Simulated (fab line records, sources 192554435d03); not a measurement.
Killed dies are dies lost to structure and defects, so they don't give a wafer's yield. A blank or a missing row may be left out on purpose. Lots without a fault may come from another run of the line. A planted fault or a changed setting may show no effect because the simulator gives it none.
Which tool did it? | flow n5_finfet | 24 lots, 72 wafers sampled, at 6 steps of a route of 1938

WHAT THE GAUGES READ, wafer by wafer
N5_GATE_CUT_CD_MEAS_13: target cd 20 nm. Usual: cd_nm 19.99 nm, standard deviation 0.24.
lot  | measured     | on        | cd_nm (nm)        | flag
L076 | day 5 03:34  | cd_sem-01 | 20.26 19.88 19.92 |
L075 | day 5 06:58  | cd_sem-02 | 19.68 19.92 19.63 |
L077 | day 5 14:07  | cd_sem-02 | 19.66 19.87 19.84 |
L078 | day 5 17:20  | cd_sem-02 | 19.95 19.89 19.81 |
L074 | day 5 20:05  | cd_sem-02 | 19.90 20.33 20.46 |
L079 | day 5 21:01  | cd_sem-03 | 20.21 20.11 20.08 |
L080 | day 6 01:26  | cd_sem-03 | 19.97 19.67 20.14 |
L081 | day 6 03:50  | cd_sem-03 | 20.25 20.20 20.06 |
L082 | day 6 12:32  | cd_sem-02 | 19.63 19.75 19.72 |
L083 | day 6 18:14  | cd_sem-01 | 20.05 19.97 19.96 |
L084 | day 6 20:49  | cd_sem-01 | 19.92 20.22 20.02 |
L085 | day 7 08:06  | cd_sem-03 | 19.93 19.63 20.01 |
L086 | day 7 20:55  | cd_sem-03 | 20.38 20.09 20.20 |
L087 | day 8 00:43  | cd_sem-02 | 19.95 19.57 19.91 |
L088 | day 8 02:58  | cd_sem-01 | 20.25 20.13 20.44 |
L090 | day 8 08:47  | cd_sem-02 | 20.06 19.83 19.93 |
L089 | day 8 10:57  | cd_sem-03 | 19.92 20.35 20.14 |
L091 | day 8 19:57  | cd_sem-01 | 20.11 19.66 19.89 |
L092 | day 9 00:18  | cd_sem-01 | 19.86 19.76 20.31 |
L093 | day 9 04:36  | cd_sem-01 | 20.22 20.62 19.83 |
L094 | day 9 12:40  | cd_sem-02 | 20.07 20.15 20.07 |
L095 | day 9 20:02  | cd_sem-02 | 20.01 20.03 19.85 |
L096 | day 10 00:25 | cd_sem-03 | 20.28 19.98 20.14 |
L097 | day 10 08:59 | cd_sem-03 | 19.97 20.26 20.22 |

N5_MOL_CONTACT_COAG_OVL_MEAS_09. Usual: CA_OVL 0.1 nm, standard deviation 0.71.
lot  | measured     | on         | CA_OVL (nm)    | flag
L076 | day 5 08:00  | overlay-02 | 1.4 0.4 0.3    |
L075 | day 5 11:01  | overlay-02 | 0.0 -0.5 0.0   |
L077 | day 5 18:04  | overlay-02 | -0.2 0.1 -0.3  |
L078 | day 5 21:38  | overlay-02 | 0.2 0.2 0.8    |
L074 | day 6 00:01  | overlay-01 | -0.3 0.1 -0.5  |
L079 | day 6 01:34  | overlay-02 | -0.5 0.4 -0.5  |
L080 | day 6 05:36  | overlay-02 | 0.1 0.8 2.5    |
L081 | day 6 08:23  | overlay-01 | 0.0 0.3 1.7    |
L082 | day 6 16:51  | overlay-01 | 0.4 -0.4 -0.6  |
L083 | day 6 22:20  | overlay-01 | 0.1 -0.3 -0.3  |
L084 | day 7 00:40  | overlay-02 | -0.3 1.0 -0.6  |
L085 | day 7 12:03  | overlay-01 | -0.1 -1.4 -0.4 |
L086 | day 8 01:07  | overlay-02 | 0.1 -0.5 -0.5  |
L087 | day 8 04:32  | overlay-01 | -1.4 -0.1 0.2  |
L088 | day 8 07:46  | overlay-01 | 1.5 0.6 0.6    |
L090 | day 8 13:11  | overlay-02 | 0.6 0.3 0.2    |
L089 | day 8 15:13  | overlay-01 | 1.0 0.8 1.1    |
L091 | day 9 02:24  | overlay-02 | 0.4 -0.3 -0.2  |
L092 | day 9 04:33  | overlay-02 | -0.4 -0.9 -0.5 |
L093 | day 9 08:32  | overlay-02 | 2.1 0.2 0.3    |
L094 | day 9 17:01  | overlay-02 | -0.2 0.1 -1.2  |
L095 | day 9 23:56  | overlay-01 | -0.9 0.2 -1.1  |
L096 | day 10 04:14 | overlay-01 | 0.1 0.2 -0.1   |
L097 | day 10 12:56 | overlay-02 | 1.0 0.6 0.6    |

WHICH TOOL RAN EACH LOT (tool, then ch and the chambers of the sampled wafers, then the start)
lot  | N5_GATE_CUT_SAC_CAP_01           | N5_GATE_CUT_DESCUM_18              | N5_GATE_CUT_ETCH_28                | N5_GATE_CUT_VAPOR_ETCH_51
L076 | ald_sin-01 ch 0,1, day 5 00:38   | rie_diel-02 ch 0,1,3, day 5 03:41  | rie_diel-02 ch 0,1,3, day 5 03:44  | rie_metal-02 ch 1, day 5 04:20
L075 | ald_sin-01 ch 0,1,2, day 5 03:54 | rie_diel-04 ch 0,3, day 5 07:14    | rie_diel-04 ch 0,3, day 5 07:16    | rie_metal-01 ch 0,1, day 5 07:52
L077 | ald_sin-03 ch 0,2, day 5 11:11   | rie_diel-06 ch 0,2, day 5 14:15    | rie_diel-06 ch 0,2, day 5 14:17    | rie_metal-01 ch 0,1, day 5 14:53
L078 | ald_sin-01 ch 0,1, day 5 14:16   | rie_diel-06 ch 0,2, day 5 17:36    | rie_diel-06 ch 0,2, day 5 17:38    | rie_metal-02 ch 0,1, day 5 18:14
L074 | ald_sin-01 ch 1,2, day 5 17:09   | rie_diel-06 ch 0,1, day 5 20:12    | rie_diel-06 ch 0,1, day 5 20:14    | rie_metal-01 ch 0,1, day 5 20:50
L079 | ald_sin-04 ch 0,1,2, day 5 17:57 | rie_diel-04 ch 0,1,3, day 5 21:08  | rie_diel-04 ch 0,1,3, day 5 21:10  | rie_metal-01 ch 0,1, day 5 21:47
L080 | ald_sin-01 ch 0,2,3, day 5 22:23 | rie_diel-04 ch 0,3, day 6 01:34    | rie_diel-04 ch 0,3, day 6 01:35    | rie_metal-02 ch 0,1, day 6 02:11
L081 | ald_sin-01 ch 1,2,3, day 6 00:54 | rie_diel-06 ch 1,2, day 6 04:32    | rie_diel-06 ch 1,2, day 6 04:34    | rie_metal-01 ch 0,1, day 6 05:10
L082 | ald_sin-04 ch 1,2,3, day 6 09:28 | rie_diel-02 ch 0,1,3, day 6 12:46  | rie_diel-02 ch 0,1,3, day 6 12:48  | rie_metal-03 ch 0,1, day 6 13:24
L083 | ald_sin-04 ch 1,2,3, day 6 15:10 | rie_diel-06 ch 1,2,3, day 6 18:38  | rie_diel-06 ch 1,2,3, day 6 18:41  | rie_metal-02 ch 0,1, day 6 19:17
L084 | ald_sin-03 ch 0,2,3, day 6 17:53 | rie_diel-04 ch 0,1,3, day 6 20:56  | rie_diel-04 ch 0,1,3, day 6 20:59  | rie_metal-03 ch 0,1, day 6 21:35
L085 | ald_sin-01 ch 0,2,3, day 7 05:02 | rie_diel-02 ch 0,2, day 7 08:14    | rie_diel-02 ch 0,2, day 7 08:16    | rie_metal-03 ch 1, day 7 08:52
L086 | ald_sin-03 ch 0,1,2, day 7 17:51 | rie_diel-02 ch 1,3, day 7 21:02    | rie_diel-02 ch 1,3, day 7 21:04    | rie_metal-01 ch 1, day 7 21:55
L087 | ald_sin-01 ch 0,1, day 7 21:44   | rie_diel-04 ch 1,3, day 8 00:51    | rie_diel-04 ch 1,3, day 8 00:53    | rie_metal-01 ch 0,1, day 8 01:29
L088 | ald_sin-04 ch 1,2,3, day 8 00:00 | rie_diel-06 ch 0,1,2, day 8 03:35  | rie_diel-06 ch 0,1,2, day 8 03:38  | rie_metal-03 ch 0,1, day 8 04:14
L090 | ald_sin-04 ch 0,1,3, day 8 05:50 | rie_diel-04 ch 0,1, day 8 09:03    | rie_diel-04 ch 0,1, day 8 09:05    | rie_metal-03 ch 0,1, day 8 09:41
L089 | ald_sin-01 ch 0,2,3, day 8 08:01 | rie_diel-02 ch 1,2,3, day 8 11:04  | rie_diel-02 ch 1,2,3, day 8 11:07  | rie_metal-03 ch 0,1, day 8 11:43
L091 | ald_sin-03 ch 0,1,3, day 8 16:58 | rie_diel-02 ch 0,2, day 8 20:05    | rie_diel-02 ch 0,2, day 8 20:07    | rie_metal-01 ch 0, day 8 20:58
L092 | ald_sin-03 ch 0,1, day 8 21:22   | rie_diel-04 ch 0,3, day 9 00:34    | rie_diel-04 ch 0,3, day 9 00:37    | rie_metal-01 ch 0, day 9 01:28
L093 | ald_sin-04 ch 1,2,3, day 9 01:40 | rie_diel-02 ch 1,2,3, day 9 04:43  | rie_diel-02 ch 1,2,3, day 9 04:46  | rie_metal-02 ch 0,1, day 9 05:22
L094 | ald_sin-04 ch 0,1,2, day 9 09:37 | rie_diel-06 ch 1,2,3, day 9 12:47  | rie_diel-06 ch 1,2,3, day 9 12:49  | rie_metal-02 ch 0,1, day 9 13:25
L095 | ald_sin-03 ch 0,1,3, day 9 16:58 | rie_diel-02 ch 0,1,2, day 9 20:10  | rie_diel-02 ch 0,1,2, day 9 20:11  | rie_metal-03 ch 0,1, day 9 20:47
L096 | ald_sin-01 ch 0,1,2, day 9 21:21 | rie_diel-04 ch 0,1,3, day 10 00:32 | rie_diel-04 ch 0,1,3, day 10 00:34 | rie_metal-03 ch 0,1, day 10 01:10
L097 | ald_sin-03 ch 0,1, day 10 05:56  | rie_diel-06 ch 1,2, day 10 09:07   | rie_diel-06 ch 1,2, day 10 09:09   | rie_metal-02 ch 0,1, day 10 09:45
- N5_GATE_CUT_SAC_CAP_01: material SiNx, target thk 24 nm, pulse time 1 s, ald cycles 480.
- N5_GATE_CUT_DESCUM_18: chemistry O2, time 7 s.
- N5_GATE_CUT_ETCH_28: etches underlayer in N2/H2, target depth 13 nm, time 10.4 s.
- N5_GATE_CUT_VAPOR_ETCH_51: etches HfO2 in BCl3/Cl2.

WHAT THE TOOLS THEMSELVES READ (means of the sampled wafers that have a number; where no wafer has one, the mark that the record gives instead)
N5_GATE_CUT_SAC_CAP_01. Usual: heater_power_w 850 W, standard deviation 85; precursor_pulse_height_rel 0.998, standard deviation 0.02.
lot  | tool       | heater_power_w (W) | precursor_pulse_height_rel | flag
L076 | ald_sin-01 | 861                | 1.016                      |
L075 | ald_sin-01 | 825                | 0.985                      |
L077 | ald_sin-03 | 795                | 1.006                      |
L078 | ald_sin-01 | 862                | 0.994                      |
L074 | ald_sin-01 | 849                | 1.002                      |
L079 | ald_sin-04 | 939                | 0.996                      |
L080 | ald_sin-01 | 789                | 1.002                      |
L081 | ald_sin-01 | 801                | 0.998                      |
L082 | ald_sin-04 | 928                | 0.997                      |
L083 | ald_sin-04 | 946                | 0.982                      |
L084 | ald_sin-03 | 798                | 1.014                      |
L085 | ald_sin-01 | 774                | 0.993                      |
L086 | ald_sin-03 | 787                | 0.989                      |
L087 | ald_sin-01 | 884                | 0.981                      |
L088 | ald_sin-04 | 931                | 0.988                      |
L090 | ald_sin-04 | 915                | 1.005                      |
L089 | ald_sin-01 | 773                | 0.983                      |
L091 | ald_sin-03 | 830                | 1.001                      |
L092 | ald_sin-03 | 829                | 1.004                      |
L093 | ald_sin-04 | 937                | 0.997                      |
L094 | ald_sin-04 | 944                | 0.987                      |
L095 | ald_sin-03 | 829                | 0.983                      |
L096 | ald_sin-01 | 791                | 1.004                      |
L097 | ald_sin-03 | 831                | 0.996                      |

N5_GATE_CUT_DESCUM_18. Usual: drypump_motor_current_A 5.9 A, standard deviation 0.34; o2_flow_sccm 225.1 sccm, standard deviation 0.64; oes_product_au 0.80 a.u., standard deviation 0.1; rf_vpp_V 242.9 V, standard deviation 1.4; showerhead_plenum_p_Torr 2.08 Torr, standard deviation 0.081; throttle_valve_pct 20.44 %, standard deviation 0.24.
lot  | tool        | drypump_motor_current_A (A) | o2_flow_sccm (sccm) | oes_product_au (a.u.) | rf_vpp_V (V) | showerhead_plenum_p_Torr (Torr) | throttle_valve_pct (%) | flag
L076 | rie_diel-02 | 6.1                         | 224.5               | 0.82                  | 243.1        | 2.08                            | 20.44                  |
L075 | rie_diel-04 | 5.7                         | 225.6               | 0.82                  | 242.8        | 2.09                            | 20.34                  |
L077 | rie_diel-06 | 5.9                         | 225.3               | 0.83                  | 244.9        | 2.20                            | 20.20                  |
L078 | rie_diel-06 | 5.9                         | 225.0               | 0.82                  | 244.0        | 2.20                            | 20.21                  |
L074 | rie_diel-06 | 5.9                         | 225.6               | 0.77                  | 241.6        | 2.03                            | 20.34                  |
L079 | rie_diel-04 | 5.8                         | 225.4               | 0.75                  | 243.4        | 2.06                            | 20.51                  |
L080 | rie_diel-04 | 5.7                         | 225.7               | 0.82                  | 243.5        | 2.09                            | 20.34                  |
L081 | rie_diel-06 | 5.9                         | 225.4               | 0.72                  | 241.8        | 2.04                            | 20.39                  |
L082 | rie_diel-02 | 6.1                         | 225.8               | 0.81                  | 243.1        | 2.07                            | 20.46                  |
L083 | rie_diel-06 | 5.9                         | 225.2               | 0.77                  | 242.5        | 2.06                            | 20.47                  |
L084 | rie_diel-04 | 5.8                         | 224.7               | 0.75                  | 242.9        | 2.06                            | 20.51                  |
L085 | rie_diel-02 | 6.1                         | 225.2               | 0.78                  | 242.7        | 2.03                            | 20.35                  |
L086 | rie_diel-02 | 5.9                         | 224.9               | 0.81                  | 243.0        | 2.11                            | 20.55                  |
L087 | rie_diel-04 | 5.5                         | 225.7               | 0.79                  | 243.1        | 2.10                            | 20.28                  |
L088 | rie_diel-06 | 5.9                         | 225.2               | 0.78                  | 243.0        | 2.10                            | 20.30                  |
L090 | rie_diel-04 | 6.0                         | 224.2               | 0.67                  | 241.7        | 2.03                            | 20.69                  |
L089 | rie_diel-02 | 5.7                         | 225.5               | 0.87                  | 243.5        | 2.13                            | 20.46                  |
L091 | rie_diel-02 | 5.6                         | 225.6               | 0.85                  | 242.9        | 2.07                            | 20.36                  |
L092 | rie_diel-04 | 5.7                         | 224.8               | 0.78                  | 242.9        | 2.08                            | 20.40                  |
L093 | rie_diel-02 | 5.7                         | 225.4               | 0.85                  | 243.4        | 2.12                            | 20.48                  |
L094 | rie_diel-06 | 5.9                         | 225.0               | 0.85                  | 243.7        | 2.14                            | 20.39                  |
L095 | rie_diel-02 | 5.9                         | 224.9               | 0.78                  | 242.0        | 2.06                            | 20.47                  |
L096 | rie_diel-04 | 5.8                         | 225.1               | 0.72                  | 242.3        | 2.05                            | 20.55                  |
L097 | rie_diel-06 | 5.9                         | 224.8               | 0.89                  | 245.4        | 2.21                            | 20.20                  |

N5_GATE_CUT_ETCH_28. Usual: drypump_motor_current_A 5.9 A, standard deviation 0.34; etch_rf_on_time_s 10.5 s, standard deviation 0.33; oes_product_au 0.68 a.u., standard deviation 0.087; rf_vpp_V 523.5 V, standard deviation 2.7; showerhead_plenum_p_Torr 2.53 Torr, standard deviation 0.092; throttle_valve_pct 17.91 %, standard deviation 0.28.
lot  | tool        | drypump_motor_current_A (A) | etch_rf_on_time_s (s) | oes_product_au (a.u.) | rf_vpp_V (V) | showerhead_plenum_p_Torr (Torr) | throttle_valve_pct (%) | flag
L076 | rie_diel-02 | 6.1                         | 10.7                  | 0.69                  | 523.6        | 2.52                            | 17.94                  |
L075 | rie_diel-04 | 5.7                         | 10.1                  | 0.72                  | 523.8        | 2.54                            | 17.82                  |
L077 | rie_diel-06 | 5.9                         | 10.7                  | 0.70                  | 526.1        | 2.65                            | 17.51                  |
L078 | rie_diel-06 | 5.9                         | 10.7                  | 0.70                  | 526.8        | 2.65                            | 17.51                  |
L074 | rie_diel-06 | 5.9                         | 10.5                  | 0.66                  | 521.6        | 2.47                            | 17.81                  |
L079 | rie_diel-04 | 5.8                         | 10.2                  | 0.65                  | 522.6        | 2.51                            | 18.00                  |
L080 | rie_diel-04 | 5.7                         | 10.2                  | 0.70                  | 523.8        | 2.54                            | 17.84                  |
L081 | rie_diel-06 | 6.0                         | 10.6                  | 0.61                  | 522.9        | 2.48                            | 17.91                  |
L082 | rie_diel-02 | 6.1                         | 10.7                  | 0.68                  | 522.9        | 2.52                            | 17.96                  |
L083 | rie_diel-06 | 5.9                         | 10.6                  | 0.65                  | 522.1        | 2.51                            | 17.98                  |
L084 | rie_diel-04 | 5.9                         | 10.4                  | 0.64                  | 522.1        | 2.51                            | 18.01                  |
L085 | rie_diel-02 | 6.2                         | 10.6                  | 0.66                  | 522.6        | 2.47                            | 17.93                  |
L086 | rie_diel-02 | 5.9                         | 10.4                  | 0.69                  | 524.3        | 2.56                            | 18.03                  |
L087 | rie_diel-04 | 5.5                         | 10.1                  | 0.69                  | 524.5        | 2.57                            | 17.83                  |
L088 | rie_diel-06 | 5.9                         | 10.3                  | 0.67                  | 524.3        | 2.55                            | 17.69                  |
L090 | rie_diel-04 | 6.0                         | 10.7                  | 0.57                  | 522.0        | 2.48                            | 18.20                  |
L089 | rie_diel-02 | 5.7                         | 10.7                  | 0.72                  | 525.8        | 2.58                            | 17.92                  |
L091 | rie_diel-02 | 5.7                         | 10.7                  | 0.72                  | 524.1        | 2.53                            | 17.88                  |
L092 | rie_diel-04 | 5.7                         | 10.1                  | 0.68                  | 522.5        | 2.53                            | 17.87                  |
L093 | rie_diel-02 | 5.7                         | 10.7                  | 0.72                  | 524.6        | 2.58                            | 17.92                  |
L094 | rie_diel-06 | 5.9                         | 10.6                  | 0.73                  | 525.6        | 2.61                            | 17.87                  |
L095 | rie_diel-02 | 5.9                         | 10.7                  | 0.66                  | 522.9        | 2.51                            | 18.02                  |
L096 | rie_diel-04 | 5.8                         | 10.3                  | 0.62                  | 522.9        | 2.50                            | 18.06                  |
L097 | rie_diel-06 | 5.9                         | 10.5                  | 0.76                  | 527.9        | 2.68                            | 17.68                  |

N5_GATE_CUT_VAPOR_ETCH_51. Usual: drypump_motor_current_A 5.9 A, standard deviation 0.48; oes_product_au 0.77 a.u., standard deviation 0.12.
lot  | tool         | drypump_motor_current_A (A) | oes_product_au (a.u.) | flag
L076 | rie_metal-02 | 5.0                         | 0.75                  |
L075 | rie_metal-01 | 6.0                         | 0.69                  |
L077 | rie_metal-01 | 5.9                         | 0.78                  |
L078 | rie_metal-02 | 5.4                         | 0.69                  |
L074 | rie_metal-01 | 6.0                         | 0.69                  |
L079 | rie_metal-01 | 6.0                         | 0.69                  |
L080 | rie_metal-02 | 5.2                         | 0.71                  |
L081 | rie_metal-01 | 5.9                         | 0.77                  |
L082 | rie_metal-03 | 6.4                         | 0.78                  |
L083 | rie_metal-02 | 5.2                         | 0.71                  |
L084 | rie_metal-03 | 6.4                         | 0.85                  |
L085 | rie_metal-03 | 6.4                         | 0.92                  |
L086 | rie_metal-01 | 5.8                         | 0.85                  |
L087 | rie_metal-01 | 5.9                         | 0.89                  |
L088 | rie_metal-03 | 6.4                         | 0.84                  |
L090 | rie_metal-03 | 6.4                         | 0.77                  |
L089 | rie_metal-03 | 6.4                         | 0.83                  |
L091 | rie_metal-01 | 6.0                         | 0.93                  |
L092 | rie_metal-01 | 6.0                         | 0.93                  |
L093 | rie_metal-02 | 5.4                         | 0.67                  |
L094 | rie_metal-02 | 5.1                         | 0.70                  |
L095 | rie_metal-03 | 6.4                         | 0.82                  |
L096 | rie_metal-03 | 6.4                         | 0.82                  |
L097 | rie_metal-02 | 5.2                         | 0.69                  |

THE ANSWER, worked out from the rows above alone
Rule: a lot is off if the mean of its wafers that have a number lies more than 3 standard deviations from the usual mean. A lot without any number at a reading at which 4 lots or more have one is off too. The other lots that the step has rows for count as sound. The gauges are gone through in route order, then the tools' own readings, and for those a lot's mean is taken as printed above. The first step at which some lot is off is used, and at that step the reading that is off furthest; a lot without a number counts as furthest.
No lot is off at any reading shown: from this, nothing can be told.

WHAT THE SIMULATOR HAD PUT IN
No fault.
